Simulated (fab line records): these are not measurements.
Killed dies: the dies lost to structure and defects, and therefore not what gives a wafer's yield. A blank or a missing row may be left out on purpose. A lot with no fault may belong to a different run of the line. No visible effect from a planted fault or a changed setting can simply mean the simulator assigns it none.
fab line records	flow n5Finfet
record: lots: 7	wafers: 39
route steps=1938 shown FIN_SAQP@110 SD_EPI_N@269 BEOL_M1@800 BEOL_M2@860 BEOL_M5@1191 BEOL_M8@1368
startH: the number of hours between the record's first day and the start of the first shown wafer of the lot	waitH: time in hours since the lot's previous step	" identical to the entry in the row above	L1.1+2: one row covering several wafers at once	- no value present, or no start provided	* or withheld: withheld	< > ~ a bound
route shown NAME@n: a module of which the file shows steps, and the number in the route of the first	usual: average and standard deviation across the fault-free wafers	same: alike in all rows	chamber/n: place in a boat	sites: per-site readings	_std_site: their standard deviation	_edge_site: outer sites' mean less inner sites'	radiusMm: how far each site lies from the wafer's centre	mask NAME#n: copy n	behind: the tool/chamber that last shaped the wafer	hold: the reason the lot was held/the length of the hold in hours/how it ended	device: whichever transistor did not switch (one of n, p or np)	end of line: the tests these same wafers got at the end of their route	a step without rows: its recipe alone	killed: not the wafer's yield, but the dies lost to structure and defects at the first sort	map: dies across one wafer; x = killed, . = not, _ = none there
set.NAME: the setting that was run; set.NAME@STEP: the one run at that earlier step	model.NAME: the simulator's own value behind a step, which no gauge read
lots run with intentionally changed settings; tables by step, rows by wafer
== steps ==
step: N5_FIN_SAQP_DEVELOP_15
recipe: developTimeS: 30	developer: TMAH	resist: CAR-ArF	devTempC: 23	rinseLiquid: diw	dry: airSpin
lot.wafer	tool	chamber	startH	waitH	set.developTimeS	model.CAR-ArF_of_FIN_SAQP_COAT_10.thkNm
L074.1	lithoTrack-03	0	-	-	24.57	88.89
L074.2	"	0	"	"	30	88.35
L074.3	"	0	"	"	24.57	88.92
L074.4	"	0	"	"	30	88.57
L074.5	"	0	"	"	24.57	88.82
L074.6	"	0	"	"	30	88.58
L081.1	lithoTrack-05	0	-	-	30	88.6
L081.2	"	0	"	"	13.14	89.18
L081.3	"	0	"	"	30	88.43
L081.4	"	0	"	"	13.14	89.47
L081.5	"	0	"	"	13.14	89.32
L081.6	"	0	"	"	30	88.55
L083.1	lithoTrack-05	0	-	-	30	88.04
L083.4	"	0	"	"	30	88.09
L083.5	"	0	"	"	30	88.36
L084.1	lithoTrack-03	0	-	-	30	88.71
L084.2	"	0	"	"	30	88.35
L084.3+5	"	0	"	"	46.64	87.8
L084.4	"	0	"	"	46.64	88.08
L084.6	"	0	"	"	30	88.51
L085.1	lithoTrack-01	0	-	-	34.52	88.37
L085.2	"	0	"	"	30	88.47
L085.3	"	0	"	"	30	88.3
L085.4	"	0	"	"	34.52	88.56
L085.5	"	0	"	"	34.52	88.35
L085.6	"	0	"	"	30	88.67
L088.1	lithoTrack-05	0	-	-	36.73	87.94
L088.2+3	"	0	"	"	36.73	87.98
L088.4	"	0	"	"	30	88.13
L088.5	"	0	"	"	30	88.1
L088.6	"	0	"	"	30	88.22
L091.1	lithoTrack-03	0	-	-	30	88.15
L091.2	"	0	"	"	34.67	87.99
L091.3	"	0	"	"	30	88.2
L091.4	"	0	"	"	30	88
L091.5	"	0	"	"	34.67	88.09
L091.6	"	0	"	"	34.67	88.21
step: N5_FIN_SAQP_DESCUM_21
recipe: chemistry: O2	timeS: 7.9	sourcePowerW: 50	biasPowerW: 20	pressureMtorr: 20	rfFrequencyHz: 2.712e+07	tempC: 40	resist: CAR-ArF	o2FlowSccm: 225
lot.wafer	tool	chamber	startH	waitH	set.developTimeS@FIN_SAQP_DEVELOP_15	model.CAR-ArF_of_FIN_SAQP_COAT_10.thkNm
L074.1	rieDiel-01	2	23.39	0.0	24.57	83.9
L074.2	"	0	"	"	30	83.53
L074.3	"	3	"	"	24.57	83.95
L074.4	"	1	"	"	30	83.67
L074.5	"	3	"	"	24.57	83.85
L074.6	"	2	"	"	30	83.58
L081.1	rieDiel-05	1	64.10	0.0	30	83.67
L081.2	"	0	"	"	13.14	84.36
L081.3	"	2	"	"	30	83.57
L081.4	"	3	"	"	13.14	84.68
L081.5	"	0	"	"	13.14	84.5
L081.6	"	1	"	"	30	83.63
L083.1	rieDiel-01	2	76.13	0.0	30	83.04
L083.4	"	0	"	"	30	83.27
L083.5	"	3	"	"	30	83.4
L084.1	rieDiel-05	2	81.46	0.0	30	83.86
L084.2	"	0	"	"	30	83.52
L084.3+5	"	3	"	"	46.64	83
L084.4	"	2	"	"	46.64	83.23
L084.6	"	0	"	"	30	83.69
L085.1	rieDiel-05	2	87.47	0.0	34.52	83.52
L085.2	"	1	"	"	30	83.55
L085.3	"	3	"	"	30	83.5
L085.4	"	0	"	"	34.52	83.74
L085.5	"	0	"	"	34.52	83.53
L085.6	"	3	"	"	30	83.88
L088.1	rieDiel-05	3	106.71	0.3	36.73	83.15
L088.2	"	0	"	"	36.73	83.16
L088.3	"	1	"	"	36.73	83.06
L088.4+5	"	2,0	"	"	30	83.28
L088.6	"	3	"	"	30	83.42
L091.1	rieDiel-01	0	123.85	0.0	30	83.33
L091.2	"	3	"	"	34.67	83.03
L091.3	"	2	"	"	30	83.2
L091.4	"	1	"	"	30	83.1
L091.5	"	2	"	"	34.67	83.09
L091.6	"	1	"	"	34.67	83.31
step: N5_SD_EPI_N_DEVELOP_08
recipe: developTimeS: 30	developer: TMAH	resist: CAR-ArF-block	devTempC: 23	rinseLiquid: diw	dry: airSpin
lot.wafer	tool	chamber	startH	waitH	set.developTimeS
L074.1+2+3+4+5+6	lithoTrack-04	0	-	-	30
L081.1+2+3+4+5+6	lithoTrack-03	0	-	-	30
L083.1+4+5	lithoTrack-04	0	-	-	30
L084.1+4+6	lithoTrack-03	0	-	-	30
L084.2+3+5	"	0	"	"	36.58
L085.1+2+3+4+5+6	lithoTrack-04	0	-	-	30
L088.1+5+6	lithoTrack-04	0	-	-	30
L088.2+3+4	"	0	"	"	40.97
L091.1+4+6	lithoTrack-05	0	-	-	13.52
L091.2+3+5	"	0	"	"	30
step: N5_SD_EPI_N_DESCUM_14
recipe: chemistry: O2	timeS: 7.9	sourcePowerW: 50	biasPowerW: 20	pressureMtorr: 20	rfFrequencyHz: 2.712e+07	tempC: 40	resist: CAR-ArF-block	o2FlowSccm: 225
lot.wafer	tool	chamber	startH	waitH	set.developTimeS@SD_EPI_N_DEVELOP_08	model.SD_EPI_N.cdNm
L074.1+5	rieDiel-01	1,2	50.12	0.3	30	119.4
L074.2	"	3	"	"	30	120
L074.3	"	0	"	"	30	120.4
L074.4	"	2	"	"	30	119
L074.6	"	1	"	"	30	119.8
L081.1+4	rieDiel-01	1,3	90.86	0.3	30	119.6
L081.2+6	"	0,1	"	"	30	120
L081.3	"	2	"	"	30	119.8
L081.5	"	0	"	"	30	119.4
L083.1	rieDiel-05	2	102.89	0.1	30	119
L083.4	"	3	"	"	30	119.2
L083.5	"	3	"	"	30	119.6
L084.1	rieDiel-05	3	110.34	0.0	30	120
L084.2	"	0	"	"	36.58	121.2
L084.3	"	2	"	"	36.58	120.4
L084.4	"	1	"	"	30	120.4
L084.5	"	0	"	"	36.58	120.2
L084.6	"	3	"	"	30	121
L085.1	rieDiel-02	0	119.25	0.0	30	118
L085.2	"	2	"	"	30	120
L085.3	"	1	"	"	30	119.4
L085.4	"	3	"	"	30	119.6
L085.5	"	0	"	"	30	118.6
L085.6	"	3	"	"	30	119
L088.1+5	rieDiel-05	2	135.64	0.0	30	118.8
L088.2	"	1	"	"	40.97	121.4
L088.3	"	3	"	"	40.97	122.2
L088.4	"	0	"	"	40.97	120.6
L088.6	"	1	"	"	30	119.8
L091.1	rieDiel-02	3	149.79	0.0	13.52	115
L091.2	"	1	"	"	30	119.2
L091.3+5	"	0,1	"	"	30	119.4
L091.4	"	2	"	"	13.52	115.2
L091.6	"	2	"	"	13.52	114.8
step: N5_BEOL_M1_TRENCH_ETCH_37
recipe: chemistry: C4F6/O2	targetDepthA: 552.07	target: SiOC	timeS: 29	ionEnergyEv: 250	pressureMtorr: 30	sourceW: 355	biasW: 185	Ar_flow_sccm: 300	C4F6_flow_sccm: 10	O2_flow_sccm: 10
lot.wafer	tool	chamber	startH	waitH	set.timeS	model.etch.depthNm	model.BEOL_M1.featureDepthNm
L074.1	rieDiel-03	0	-	-	29	57.15	57.2
L074.2	"	3	"	"	29	55.87	55.8
L074.3	"	2	"	"	29	55.99	56
L074.4	"	2	"	"	29	55.84	55.8
L074.5	"	3	"	"	29	55.59	55.6
L074.6	"	0	"	"	29	57.04	57
L081.1	rieDiel-04	2	-	-	29	56.3	56.2
L081.2	"	1	"	"	29	56.02	56
L081.3	"	3	"	"	29	55.31	55.4
L081.4	"	0	"	"	29	54.04	54
L081.5	"	0	"	"	29	53.78	53.8
L081.6	"	3	"	"	29	55.32	55.4
L083.1	rieDiel-06	3	-	-	29	52.96	53
L083.4	"	2	"	"	29	55.33	55.4
L083.5	"	0	"	"	29	55.54	55.6
L084.1	rieDiel-03	3	-	-	29	55.44	55.4
L084.2	"	2	"	"	21.25	40.39	40.4
L084.3	"	1	"	"	21.25	39.85	39.8
L084.4	"	0	"	"	21.25	41.27	41.2
L084.5	"	0	"	"	29	55.78	55.8
L084.6	"	3	"	"	29	55.35	55.4
L085.1	rieDiel-06	0	-	-	29	56	56
L085.2	"	2	"	"	29	55.82	55.8
L085.3	"	3	"	"	14.22	26.35	26.4
L085.4	"	0	"	"	14.22	27.3	27.4
L085.5	"	2	"	"	29	55.91	56
L085.6	"	3	"	"	14.22	26.43	26.4
L088.1	rieDiel-06	1	-	-	29	56.11	56.2
L088.2	"	3	"	"	29	53.11	53.2
L088.3	"	2	"	"	29	55.37	55.4
L088.4	"	0	"	"	29	55.73	55.8
L088.5	"	1	"	"	29	56.02	56
L088.6	"	2	"	"	29	55.46	55.4
L091.1	rieDiel-03	1	-	-	29	54.93	55
L091.2	"	2	"	"	29	57.43	57.4
L091.3	"	0	"	"	29	57.87	57.8
L091.4	"	3	"	"	38.58	75.33	75.4
L091.5	"	3	"	"	38.58	75.2	75.2
L091.6	"	0	"	"	38.58	76.13	76.2
step: N5_BEOL_M1_ETCH_41
recipe: chemistry: CH3F/O2	target: SiCN	targetDepthA: 319	taperDeg: 2	timeS: 57.8	ionEnergyEv: 120	maskMaterial: TiN	pressureMtorr: 30	sourceW: 395	biasW: 75	Ar_flow_sccm: 150	CH3F_flow_sccm: 30	O2_flow_sccm: 20
step: N5_BEOL_M1_STRIP_97
recipe: chemistry: N2/H2	timeS: 10	powerW: 450	tempC: 40	pressureMtorr: 20	rfFrequencyHz: 6e+07	biasPowerW: 7	n2FlowSccm: 200	h2FlowSccm: 200
step: N5_BEOL_M1_OCD_MEAS_38
usual: trenchDepthNm: 55.6/1.2
lot.wafer	tool	chamber	startH	waitH	set.timeS@BEOL_M1_TRENCH_ETCH_37	trenchDepthNm
L074.1	ocd-02	-	127.58	-	29	56.5
L074.2	"	-	"	"	29	55.9
L074.3	"	-	"	"	29	55.8
L074.4	"	-	"	"	29	55.8
L074.5	"	-	"	"	29	55.7
L074.6	"	-	"	"	29	56.8
L081.1	ocd-02	-	162.23	-	29	56.0
L081.2	"	-	"	"	29	56.3
L081.3	"	-	"	"	29	55.4
L081.4	"	-	"	"	29	53.7
L081.5	"	-	"	"	29	53.5
L081.6	"	-	"	"	29	55.0
L083.1	ocd-02	-	183.58	-	29	53.0
L083.4	"	-	"	"	29	55.7
L083.5	"	-	"	"	29	55.3
L084.1	ocd-02	-	187.42	-	29	55.1
L084.2	"	-	"	"	21.25	40.3
L084.3	"	-	"	"	21.25	40.3
L084.4	"	-	"	"	21.25	40.8
L084.5	"	-	"	"	29	55.8
L084.6	"	-	"	"	29	55.0
L085.1	ocd-01	-	196.30	-	29	55.6
L085.2	"	-	"	"	29	55.9
L085.3	"	-	"	"	14.22	26.5
L085.4	"	-	"	"	14.22	27.4
L085.5	"	-	"	"	29	55.6
L085.6	"	-	"	"	14.22	26.9
L088.1	ocd-02	-	214.12	-	29	55.5
L088.2	"	-	"	"	29	53.1
L088.3	"	-	"	"	29	55.2
L088.4	"	-	"	"	29	55.7
L088.5	"	-	"	"	29	56.4
L088.6	"	-	"	"	29	55.7
L091.1	ocd-02	-	226.20	-	29	55.0
L091.2	"	-	"	"	29	57.3
L091.3	"	-	"	"	29	57.7
L091.4	"	-	"	"	38.58	76.0
L091.5	"	-	"	"	38.58	75.6
L091.6	"	-	"	"	38.58	76.5
step: N5_BEOL_M2_ETCH_64
recipe: chemistry: N2/H2	target: SOC	targetDepthA: 750	overetchA: 225	maskMaterial: SiARC	tempC: 40	timeS: 121.9	ionEnergyEv: 200	pressureMtorr: 30	sourceW: 840	biasW: 150	n2FlowSccm: 200	h2FlowSccm: 200
lot.wafer	tool	chamber	startH	waitH	set.timeS	model.SiARC_of_BEOL_M2_COAT_62.thkNm	model.BEOL_M2.cdOffsetNm
L074.1	rieDiel-02	2	132.42	0.0	121.9	6.4	0
L074.2+3	"	1,0	"	"	121.9	6.4	0.4
L074.4	"	3	"	"	81.11	8	-1
L074.5	"	0	"	"	81.11	8.2	-0.6
L074.6	"	1	"	"	81.11	8.4	-0.4
L081.1	rieDiel-05	3	167.11	0.0	121.9	6.4	0
L081.2	"	0	"	"	65.51	9	-1.2
L081.3+4	"	2,1	"	"	65.51	9	-0.8
L081.5	"	1	"	"	121.9	6.4	0.2
L081.6	"	0	"	"	121.9	6.4	-0.2
L083.1	rieDiel-05	3	189.15	0.0	121.9	6.4	0
L083.4	"	1	"	"	121.9	6.4	0.6
L083.5	"	0	"	"	121.9	6.2	-0.4
L084.1	rieDiel-01	3	192.97	0.0	121.9	6.2	-0.2
L084.2	"	2	"	"	121.9	6	0.2
L084.3	"	0	"	"	66.53	9	-1
L084.4	"	1	"	"	66.53	9	-1.2
L084.5	"	0	"	"	121.9	6.4	0
L084.6	"	3	"	"	66.53	8.8	-1.6
L085.1	rieDiel-01	0	203.08	0.0	121.9	6.6	0
L085.2	"	1	"	"	141.3	5.8	0
L085.3	"	2	"	"	141.3	5	0.6
L085.4	"	3	"	"	121.9	6.2	0
L085.5	"	2	"	"	141.3	5.2	0.8
L085.6	"	1	"	"	121.9	6.6	-0.4
L088.1	rieDiel-01	3	219.43	0.0	121.9	6.2	-0.2
L088.2+4	"	0,1	"	"	121.9	6.6	-0.2
L088.3	"	1	"	"	68.51	9	-1.2
L088.5	"	0	"	"	68.51	9	-0.8
L088.6	"	3	"	"	68.51	8.8	-1.2
L091.1	rieDiel-02	3	235.16	0.0	121.9	6.2	-0.2
L091.2	"	2	"	"	144.1	5.4	0.4
L091.3	"	0	"	"	144.1	5.4	1
L091.4	"	1	"	"	144.1	5.6	0.8
L091.5	"	2	"	"	121.9	6.4	-0.2
L091.6	"	1	"	"	121.9	6.6	0
step: N5_BEOL_M2_STRIP_65
recipe: chemistry: N2/H2	tempC: 40	n2FlowSccm: 200	h2FlowSccm: 200	rfFrequencyHz: 6e+07
step: N5_BEOL_M2_STRIP_75
recipe: chemistry: N2/H2	tempC: 40	n2FlowSccm: 200	h2FlowSccm: 200	rfFrequencyHz: 6e+07
step: N5_BEOL_M2_STRIP_66
recipe: chemistry: CF4	resist: SiARC	powerW: 300	biasPowerW: 75	pressureMtorr: 50	cf4FlowSccm: 150	rfFrequencyHz: 6e+07
step: N5_BEOL_M2_HM_OPEN_17
recipe: chemistry: Cl2/BCl3	targetDepthA: 200	overetchA: 60	target: TiN	maskMaterial: SOC	ionEnergyEv: 150	pressureMtorr: 10	icpW: 1000	biasW: 126	Cl2_flow_sccm: 53.25	bcl3FlowSccm: 21.75	Ar_flow_sccm: 25
lot.wafer	tool	chamber	startH	waitH	set.timeS@BEOL_M2_ETCH_64	model.BEOL_M2.cdOffsetNm
L074.1+3	rieMetal-03	0,1	132.59	0.0	121.9	0.2
L074.2	"	1	"	"	121.9	0
L074.4	"	0	"	"	81.11	-0.8
L074.5	"	0	"	"	81.11	-0.4
L074.6	"	1	"	"	81.11	-0.6
L081.1	rieMetal-02	0	167.28	0.0	121.9	0.2
L081.2	"	0	"	"	65.51	-1
L081.3+4	"	0	"	"	65.51	-0.8
L081.5	"	0	"	"	121.9	0.4
L081.6	"	0	"	"	121.9	-0.2
L083.1	rieMetal-03	0	189.32	0.0	121.9	0.2
L083.4	"	1	"	"	121.9	0.4
L083.5	"	1	"	"	121.9	-0.6
L084.1	rieMetal-02	0	193.14	0.0	121.9	0
L084.2	"	1	"	"	121.9	0.4
L084.3	"	0	"	"	66.53	-0.8
L084.4	"	1	"	"	66.53	-1.2
L084.5	"	0	"	"	121.9	0.2
L084.6	"	1	"	"	66.53	-1.4
L085.1+4	rieMetal-03	1	203.25	0.0	121.9	-0.2
L085.2	"	1	"	"	141.3	-0.2
L085.3	"	1	"	"	141.3	0.2
L085.5	"	1	"	"	141.3	0.4
L085.6	"	1	"	"	121.9	-0.6
L088.1+4	rieMetal-02	1	219.60	0.0	121.9	-0.4
L088.2	"	0	"	"	121.9	-0.2
L088.3	"	0	"	"	68.51	-1.2
L088.5	"	0	"	"	68.51	-0.8
L088.6	"	1	"	"	68.51	-1.4
L091.1	rieMetal-01	0	235.33	0.0	121.9	0
L091.2	"	1	"	"	144.1	0.6
L091.3	"	1	"	"	144.1	1
L091.4	"	0	"	"	144.1	0.8
L091.5	"	0	"	"	121.9	-0.2
L091.6	"	1	"	"	121.9	0.2
step: N5_BEOL_M2_STRIP_19
recipe: chemistry: O2	powerW: 400	tempC: 40	pressureMtorr: 30	rfFrequencyHz: 6e+07	biasPowerW: 0	overashFraction: 0.2	o2FlowSccm: 225
step: N5_BEOL_M2_ETCH_41
recipe: chemistry: CH3F/O2	target: SiCN	targetDepthA: 299	taperDeg: 2	timeS: 52.5	ionEnergyEv: 120	maskMaterial: TiN	pressureMtorr: 30	sourceW: 395	biasW: 75	Ar_flow_sccm: 150	CH3F_flow_sccm: 30	O2_flow_sccm: 20
step: N5_BEOL_M2_STRIP_97
recipe: chemistry: N2/H2	timeS: 10	powerW: 450	tempC: 40	pressureMtorr: 20	rfFrequencyHz: 6e+07	biasPowerW: 7	n2FlowSccm: 200	h2FlowSccm: 200
step: N5_BEOL_M2_OCD_MEAS_38
usual: trenchDepthNm: 55.4/0.99
lot.wafer	tool	chamber	startH	waitH	set.timeS@BEOL_M2_ETCH_64	trenchDepthNm
L074.1	ocd-02	-	136.97	-	121.9	56.8
L074.2	"	-	"	"	121.9	54.9
L074.3	"	-	"	"	121.9	57.4
L074.4	"	-	"	"	81.11	55.9
L074.5	"	-	"	"	81.11	56.1
L074.6	"	-	"	"	81.11	55.1
L081.1	ocd-01	-	172.93	-	121.9	56.8
L081.2	"	-	"	"	65.51	-
L081.3	"	-	"	"	65.51	-
L081.4	"	-	"	"	65.51	-
L081.5	"	-	"	"	121.9	56.4
L081.6	"	-	"	"	121.9	56.8
L083.1	ocd-02	-	192.21	-	121.9	54.1
L083.4	"	-	"	"	121.9	55.6
L083.5	"	-	"	"	121.9	57.0
L084.1	ocd-02	-	196.60	-	121.9	54.6
L084.2	"	-	"	"	121.9	55.8
L084.3	"	-	"	"	66.53	0.7
L084.4	"	-	"	"	66.53	0
L084.5	"	-	"	"	121.9	54.3
L084.6	"	-	"	"	66.53	2.0
L085.1	ocd-02	-	204.87	-	121.9	54.0
L085.2	"	-	"	"	141.3	56.2
L085.3	"	-	"	"	141.3	55.1
L085.4	"	-	"	"	121.9	55.7
L085.5	"	-	"	"	141.3	56.1
L085.6	"	-	"	"	121.9	55.4
L088.1	ocd-01	-	221.59	-	121.9	53.8
L088.2	"	-	"	"	121.9	55.6
L088.3	"	-	"	"	68.51	0.4
L088.4	"	-	"	"	121.9	56.2
L088.5	"	-	"	"	68.51	0
L088.6	"	-	"	"	68.51	14.3
L091.1	ocd-01	-	243.62	-	121.9	55.0
L091.2	"	-	"	"	144.1	56.2
L091.3	"	-	"	"	144.1	54.4
L091.4	"	-	"	"	144.1	56.3
L091.5	"	-	"	"	121.9	54.9
L091.6	"	-	"	"	121.9	55.7
step: N5_BEOL_M5_DEP_56
recipe: material: SiCN	targetThkA: 80	tempC: withheld	precursor: 3MS/NH3	pressureTorr: 3	rfW: 202	timeS: 14
lot.wafer	tool	chamber	startH	waitH	set.targetThkA	model.SiCN_of_BEOL_M5_DEP_56.thkNm
L074.1+4	pecvd-02	2	177.66	0.0	80	7.6
L074.2+3	"	1,0	"	"	53.66	5.2
L074.5	"	0	"	"	80	8
L074.6	"	1	"	"	53.66	5.4
L081.1+4+6	pecvd-03	1,1,0	216.29	0.0	47.24	4.8
L081.2	"	0	"	"	80	7.8
L081.3	"	0	"	"	80	8
L081.5	"	1	"	"	80	8.2
L083.1	pecvd-03	0	230.07	0.0	80	7.8
L083.4+5	"	0	"	"	80	8
L084.1+3	pecvd-02	1,0	237.99	0.0	32.98	3.4
L084.2+4	"	2,1	"	"	80	8
L084.5	"	2	"	"	32.98	3.2
L084.6	"	0	"	"	80	8.2
L085.1+3+4+5	pecvd-01	2,2,1,1	244.36	0.0	80	8.2
L085.2	"	1	"	"	80	8
L085.6	"	2	"	"	80	8.4
L088.1+5	pecvd-03	1,2	262.91	0.0	80	8.2
L088.2	"	2	"	"	80	8
L088.3	"	2	"	"	53.97	5.8
L088.4+6	"	1	"	"	53.97	5.6
L091.1	pecvd-03	0	281.45	0.0	80	7.8
L091.2	"	2	"	"	41.64	4.4
L091.3+5	"	1	"	"	80	8
L091.4	"	2	"	"	41.64	4.2
L091.6	"	0	"	"	41.64	4
step: N5_BEOL_M8_DESCUM_33
recipe: chemistry: O2	timeS: 7	sourcePowerW: 50	biasPowerW: 20	pressureMtorr: 20	rfFrequencyHz: 2.712e+07	tempC: 40	resist: CAR-EUV	o2FlowSccm: 225
lot.wafer	tool	chamber	startH	waitH	set.timeS	model.CAR-EUV_of_BEOL_M8_COAT_22.thkNm
L074.1+3	rieDiel-02	1,3	201.50	0.2	7	26
L074.2+4+6	"	2,0,0	"	"	3.812	27.6
L074.5	"	3	"	"	7	26.2
L081.1+3	rieDiel-02	0,3	238.07	0.7	8.857	25
L081.2+4+6	"	2,1,1	"	"	7	26
L081.5	"	2	"	"	8.857	25.2
L083.1	rieDiel-02	3	251.91	0.0	7	26.2
L083.4	"	0	"	"	7	26
L083.5	"	0	"	"	7	25.8
L084.1+3+4+5+6	rieDiel-05	0,1,3,2,3	257.47	0.0	7	26.2
L084.2	"	2	"	"	7	26
L085.1+2+3	rieDiel-05	1,3,2	262.44	0.1	7	26
L085.4	"	1	"	"	4.605	27.2
L085.5+6	"	3,2	"	"	4.605	27.4
L088.1+2+3+6	rieDiel-02	1,2,3,3	282.01	0.0	7	26.2
L088.4+5	"	0	"	"	7	26
L091.1+2+6	rieDiel-05	2,1,2	301.43	0.2	7	26
L091.3+4+5	"	3,0,3	"	"	8.625	25.2
step: N5_BEOL_M8_ETCH_72
recipe: chemistry: N2/H2	target: underlayer	targetDepthA: 65	maskMaterial: CAR-EUV	timeS: 5.2	ionEnergyEv: 200	pressureMtorr: 30	sourceW: 840	biasW: 150	n2FlowSccm: 200	h2FlowSccm: 200	ends: cleared
lot.wafer	tool	chamber	startH	waitH	set.timeS@BEOL_M8_DESCUM_33	model.CAR-EUV_of_BEOL_M8_COAT_22.thkNm
L074.1+3+5	rieDiel-02	1,3,3	201.53	0.0	7	20.4
L074.2+4	"	2,0	"	"	3.812	21.8
L074.6	"	0	"	"	3.812	22
L081.1+5	rieDiel-02	0,2	238.11	0.0	8.857	19.4
L081.2+4+6	"	2,1,1	"	"	7	20.2
L081.3	"	3	"	"	8.857	19.2
L083.1	rieDiel-02	3	251.95	0.0	7	20.4
L083.4+5	"	0	"	"	7	20.2
L084.1	rieDiel-05	0	257.50	0.0	7	20.6
L084.2	"	2	"	"	7	20.2
L084.3+4+5+6	"	1,3,2,3	"	"	7	20.4
L085.1+3	rieDiel-05	1,2	262.48	0.0	7	20.2
L085.2	"	3	"	"	7	20.4
L085.4	"	1	"	"	4.605	21.4
L085.5+6	"	3,2	"	"	4.605	21.6
L088.1+2+4+5+6	rieDiel-02	1,2,0,0,3	282.04	0.0	7	20.4
L088.3	"	3	"	"	7	20.6
L091.1+2+6	rieDiel-05	2,1,2	301.47	0.0	7	20.2
L091.3+4+5	"	3,0,3	"	"	8.625	19.4
== key ==
split: step: N5_FIN_SAQP_DEVELOP_15	setting: developTimeS	stated: 30	by: wafer
response: step: N5_FIN_SAQP_DEVELOP_15	reading: model.CAR-ArF_of_FIN_SAQP_COAT_10.thkNm	change: -0.0122	per: 1%	r: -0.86
response: step: N5_FIN_SAQP_DESCUM_21	reading: model.CAR-ArF_of_FIN_SAQP_COAT_10.thkNm	change: -0.0127	per: 1%	r: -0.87
split: step: N5_SD_EPI_N_DEVELOP_08	setting: developTimeS	stated: 30	by: wafer
response: step: N5_SD_EPI_N_DESCUM_14	reading: model.SD_EPI_N.cdNm	change: +0.067	per: 1%	r: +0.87
split: step: N5_BEOL_M1_TRENCH_ETCH_37	setting: timeS	stated: 29	by: wafer
response: step: N5_BEOL_M1_TRENCH_ETCH_37	reading: model.etch.depthNm	change: +0.571	per: 1%	r: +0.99
response: step: N5_BEOL_M1_TRENCH_ETCH_37	reading: model.BEOL_M1.featureDepthNm	change: +0.571	per: 1%	r: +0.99
response: step: N5_BEOL_M1_OCD_MEAS_38	reading: trenchDepthNm	change: +0.569	per: 1%	r: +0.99
split: step: N5_BEOL_M2_ETCH_64	setting: timeS	stated: 121.9	by: wafer
response: step: N5_BEOL_M2_ETCH_64	reading: model.SiARC_of_BEOL_M2_COAT_62.thkNm	change: -0.0572	per: 1%	r: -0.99
response: step: N5_BEOL_M2_ETCH_64	reading: model.BEOL_M2.cdOffsetNm	change: +0.0249	per: 1%	r: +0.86
response: step: N5_BEOL_M2_HM_OPEN_17	reading: model.BEOL_M2.cdOffsetNm	change: +0.0241	per: 1%	r: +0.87
response: step: N5_BEOL_M2_OCD_MEAS_38	reading: trenchDepthNm	shape: bent	atLowest: 0.9	atStated: 55.6	atHighest: 55.6
split: step: N5_BEOL_M5_DEP_56	setting: targetThkA	stated: 80	by: wafer
response: step: N5_BEOL_M5_DEP_56	reading: model.SiCN_of_BEOL_M5_DEP_56.thkNm	change: +0.0783	per: 1%	r: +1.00
split: step: N5_BEOL_M8_DESCUM_33	setting: timeS	stated: 7	by: wafer
response: step: N5_BEOL_M8_DESCUM_33	reading: model.CAR-EUV_of_BEOL_M8_COAT_22.thkNm	change: -0.0354	per: 1%	r: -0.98
response: step: N5_BEOL_M8_ETCH_72	reading: model.CAR-EUV_of_BEOL_M8_COAT_22.thkNm	change: -0.0338	per: 1%	r: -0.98
